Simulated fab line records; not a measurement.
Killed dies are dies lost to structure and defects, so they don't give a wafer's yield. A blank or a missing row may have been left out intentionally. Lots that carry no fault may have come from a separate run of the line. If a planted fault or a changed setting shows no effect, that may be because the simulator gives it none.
Matching of chambers :: flow n5-finfet :: pecvd-03 running N5_BEOL_M5_DEP_56: 3 sister chambers
The step deposits SiCN from 3MS/NH3, target thk 8 nm, time 14 s. 6 wafers are shown with their chamber, then 10 later ones without.

## EACH WAFER AND ITS CHAMBER
wafer: L084.6
chamber: 1
throttle-valve-pct (%): 9.3
rf-fwd-power-W (W): 199.5

wafer: L086.3
chamber: 2
throttle-valve-pct (%): 8.7
rf-fwd-power-W (W): 197.1

wafer: L086.4
chamber: 2
throttle-valve-pct (%): 8.7
rf-fwd-power-W (W): 197.0

wafer: L086.5
chamber: 0
throttle-valve-pct (%): 8.4
rf-fwd-power-W (W): 198.5

wafer: L089.2
chamber: 1
throttle-valve-pct (%): 9.4
rf-fwd-power-W (W): 199.4

wafer: L089.3
chamber: 0
throttle-valve-pct (%): 8.4
rf-fwd-power-W (W): 199.8

## WAFERS WITH NO CHAMBER GIVEN
wafer: L089.5
throttle-valve-pct (%): 9.6
rf-fwd-power-W (W): 199.2

wafer: L092.1
throttle-valve-pct (%): 8.6
rf-fwd-power-W (W): 198.0

wafer: L092.2
throttle-valve-pct (%): 9.2
rf-fwd-power-W (W): 199.1

wafer: L092.3
throttle-valve-pct (%): 8.7
rf-fwd-power-W (W): 198.6

wafer: L093.2
throttle-valve-pct (%): 8.5
rf-fwd-power-W (W): 196.7

wafer: L093.3
throttle-valve-pct (%): 9.1
rf-fwd-power-W (W): 199.3

wafer: L093.4
throttle-valve-pct (%): 8.3
rf-fwd-power-W (W): 199.6

wafer: L095.2
throttle-valve-pct (%): 8.4
rf-fwd-power-W (W): 198.1

wafer: L095.3
throttle-valve-pct (%): 8.7
rf-fwd-power-W (W): 196.8

wafer: L095.4
throttle-valve-pct (%): 8.5
rf-fwd-power-W (W): 198.4

## WHICH CHAMBER EACH ONE RAN IN
wafer: L089.5
from the rows above: 1
in truth: 1

wafer: L092.1
from the rows above: 2
in truth: 2

wafer: L092.2
from the rows above: 1
in truth: 1

wafer: L092.3
from the rows above: 2
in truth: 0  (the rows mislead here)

wafer: L093.2
from the rows above: can't be placed: 2 or 0
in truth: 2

wafer: L093.3
from the rows above: 1
in truth: 1

wafer: L093.4
from the rows above: 0
in truth: 0

wafer: L095.2
from the rows above: 0
in truth: 0

wafer: L095.3
from the rows above: 2
in truth: 2

wafer: L095.4
from the rows above: 0
in truth: 0
8 of 10 placed correctly. These rows do not allow placing 1 (true chamber among the candidates in 1). Wrongly placed: 1.
How it was worked out, from the rows above alone: a wafer's distance from a chamber is the root of the sum, over the readings, of the square of ((its reading less the chamber's mean) divided by the reading's scatter). If the next closest chamber is less than 2 further off than the closest, the wafer can't be placed; otherwise it belongs to the closest. The mean given for a chamber averages the wafers shown for that chamber. The scatter: take each reading less its chamber's mean, square it, sum over the shown wafers, divide by the number of wafers less the number of chambers, and take the root.
